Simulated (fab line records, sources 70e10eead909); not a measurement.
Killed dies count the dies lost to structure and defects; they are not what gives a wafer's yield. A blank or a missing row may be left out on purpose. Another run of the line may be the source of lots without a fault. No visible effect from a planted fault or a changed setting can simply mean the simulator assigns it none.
Comparing a struck lot with a sound one	flow nand harc	39 out of 1302 route steps
Sound: wafers L272.3, L272.5, L272.6. Wafers L270.3, L270.5, L270.6 were the ones struck. Last of all comes the cause.
At each step with rows: each side's tool, then ch and its chambers, then its first start. Under that, the readings that differ: sound wafers	struck wafers	difference of the means	sigmas: that difference in standard deviations of wafers without a fault.
alike: readings with means less than 2 such deviations apart, plus words and numbers identical on both sides. not compared: withheld readings, readings lacking a value on some wafer, bounds such as >300 that could conceal the same value, and numbers that have no deviation in the record and whose values overlap.
The two part at a step that has a row with sigmas, a row that says differs or no value, or rows on one side only. Non-overlapping numbers with no deviation appear without sigmas and do not part them. A reading that every wafer of one side lacks parts them only if that side has two wafers or more.

first, 12 steps without rows for these wafers: NHARC_A_CHANNEL_FILL_D1_ALD_02 (deposits SiO2, target thk 6 nm, pulse time 10 s, ald cycles 60); NHARC_A_CHANNEL_FILL_D1_ALD_03 (deposits SiNx, target thk 6 nm, pulse time 60 s, ald cycles 58); NHARC_A_CHANNEL_FILL_D1_ALD_14 (deposits SiO2, target thk 2.5 nm, pulse time 10 s, ald cycles 25); NHARC_A_CHANNEL_FILL_D1_ALD_15 (deposits SiNx, target thk 2 nm, pulse time 60 s, ald cycles 19); NHARC_A_CHANNEL_FILL_D1_ALD_16 (deposits SiO2, target thk 1.5 nm, pulse time 10 s, ald cycles 15); NHARC_A_CHANNEL_FILL_D1_ANNEAL_17 (time 1800 s); NHARC_A_CHANNEL_FILL_D1_CVD_18 (deposits poly-Si, target thk 3 nm); NHARC_A_CHANNEL_FILL_D1_ETCHBACK_19 (etches the open film in HBr/Cl2, target depth 5 nm, time 1.7 s); NHARC_A_CHANNEL_FILL_D1_ETCHBACK_20 (etches the open film in C4F8/O2/Ar, target depth 27 nm, time 13.5 s); NHARC_A_CHANNEL_FILL_D1_STRIP_28 (strips in O2, time 20 s); NHARC_A_CHANNEL_FILL_D1_PRECLEAN_21 (cleans in dHF, time 30 s); NHARC_A_CHANNEL_FILL_D1_SRD_23.
NHARC_A_CHANNEL_FILL_D1_CVD_05: deposits poly-Si, target thk 5 nm.
  sound on lpcvd poly-01 ch 0, day 16 23:15; struck on lpcvd poly-03 ch 0, day 15 21:24
reading	sound	struck	difference	sigmas
spike tc bottom C (C)	571.3 571.3 571.6	585.4 585.3 584.8	+13.8	+11
spike tc centre C (C)	551.0 552.9 554.8	558.7 562.1 558.7	+6.9	+5
spike tc lower C (C)	550.0 549.5 548.9	559.8 560.8 560.6	+10.9	+12
spike tc top C (C)	569.8 568.6 568.9	579.4 579.1 578.0	+9.7	+7
spike tc upper C (C)	549.7 548.3 550.1	558.9 559.1 559.2	+9.7	+10
zone power centre pct (%)	6.1 6.1 5.9	7.0 7.1 7.0	+1.0	+2
then, 24 steps without rows for these wafers: NHARC_A_CHANNEL_FILL_D1_ANNEAL_22 (time 7200 s); NHARC_A_CHANNEL_FILL_D1_ALD_25 (deposits SiOx, target thk 60 nm, pulse time 10 s, ald cycles 600); NHARC_A_CHANNEL_FILL_D1_ETCHBACK_08 (etches the open film in C4F8, target depth 220 nm, time 110 s); NHARC_A_CHANNEL_FILL_D1_STRIP_29 (strips in O2, time 20 s); NHARC_A_CHANNEL_FILL_D1_PRECLEAN_30 (cleans in dHF, time 30 s); NHARC_A_CHANNEL_FILL_D1_SRD_31; NHARC_A_CHANNEL_FILL_D1_CVD_09 (deposits poly-Si, target thk 150 nm, time 3000 s); NHARC_A_CHANNEL_FILL_D1_CMP_10 (polishes, target thk 150 nm); NHARC_A_CHANNEL_FILL_D1_SRD_12; NHARC_A_DECK1_JOINT_ETCHBACK_07 (etches the open film in HBr, target depth 105 nm, time 26.9 s); NHARC_A_DECK1_JOINT_ETCH_25 (etches SiO2 in dHF, target depth 0.5 nm); NHARC_A_DECK1_JOINT_ETCH_19 (etches poly-Si in TMAH, target depth 3 nm); NHARC_A_DECK1_JOINT_ETCH_18 (etches SiO2 in dHF, target depth 3 nm); NHARC_A_DECK1_JOINT_WET_08 (chemistry H3PO4, time 86 s); NHARC_A_DECK1_JOINT_ETCH_09 (etches SiO2 in dHF, target depth 5 nm); NHARC_A_DECK1_JOINT_WET_10 (chemistry H3PO4, time 86 s); NHARC_A_DECK1_JOINT_ETCH_11 (etches SiO2 in dHF, target depth 35 nm); NHARC_A_DECK1_JOINT_CVD_12 (deposits poly-Si, target thk 90 nm, time 1800 s); NHARC_A_DECK1_JOINT_CMP_13 (polishes, target thk 51.023 nm); NHARC_A_DECK1_JOINT_SRD_04; NHARC_A_DECK1_JOINT_ETCHBACK_00 (etches the open film in HBr, target depth 30 nm, time 17.4 s); NHARC_A_DECK1_JOINT_PRECLEAN_30 (cleans in SC1); NHARC_A_DECK1_JOINT_SRD_31; NHARC_A_DECK1_JOINT_CVD_34 (deposits SiNx, target thk 20 nm).
-- the record jumps here: 15 days lie between the struck wafers' starts before and after (it left off in module A_DECK1_JOINT and takes up again in module END, whose first step shown is number 1301 of the route) --
NHARC_END_WLT_00:
  sound on prober-02 at day 30 19:55; struck on prober-01 at day 30 19:59
reading	sound	struck	difference	sigmas
VT_DECK1_BOTTOM	0.868 0.872 0.865	0.922 0.917 0.936	+0.057	+8
VT_DECK1_BOTTOM_INNER	0.862 0.877 0.864	0.932 0.915 0.928	+0.057	+8
VT_DECK1_MEDIAN_NEAR_BOTTOM	0.863 0.879 0.868	0.924 0.919 0.930	+0.054	+7
VT_DECK1_MEDIAN_NEAR_BOTTOM_INNER	0.865 0.869 0.872	0.922 0.928 0.929	+0.058	+7
VT_DECK1_MIDDLE	0.879 0.879 0.882	0.950 0.938 0.953	+0.067	+9
VT_DECK1_MIDDLE_INNER	0.882 0.874 0.883	0.949 0.942 0.942	+0.065	+10
VT_DECK1_TOP	0.887 0.892 0.892	0.964 0.959 0.962	+0.071	+10
VT_DECK1_TOP_INNER	0.894 0.895 0.896	0.964 0.974 0.963	+0.072	+10
VT_DECK2_MIDDLE_INNER	0.881 0.872 0.881	0.892 0.887 0.896	+0.014	+2
VT_DECK2_TOP_INNER	0.891 0.894 0.889	0.910 0.901 0.902	+0.013	+2
  alike: VT_DECK2_BOTTOM, VT_DECK2_BOTTOM_INNER, VT_DECK2_MEDIAN_NEAR_BOTTOM, VT_DECK2_MEDIAN_NEAR_BOTTOM_INNER, VT_DECK2_MIDDLE, VT_DECK2_TOP
  not compared: hold
NHARC_END_SORT_01:
  sound on prober-02 ch 0, day 30 23:30; struck on prober-01 ch 0, day 31 03:35
reading	sound	struck	difference	sigmas
hold	- - -	await dispo/4.0h/release await dispo/4.0h/release await dispo/4.0h/release	no value on the sound wafers	
killed open	1 4 1	9 4 6	+4	+2
  alike: killed at array, killed at other, killed at periphery, killed dies, killed short

## WHERE THEY PART
At NHARC_A_CHANNEL_FILL_D1_CVD_05 first; at NHARC_END_SORT_01 last (within this record only).

WHY: whatever the simulator had introduced
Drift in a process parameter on lpcvd poly-03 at NHARC_A_CHANNEL_FILL_D1_CVD_05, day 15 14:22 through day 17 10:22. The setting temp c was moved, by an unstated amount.
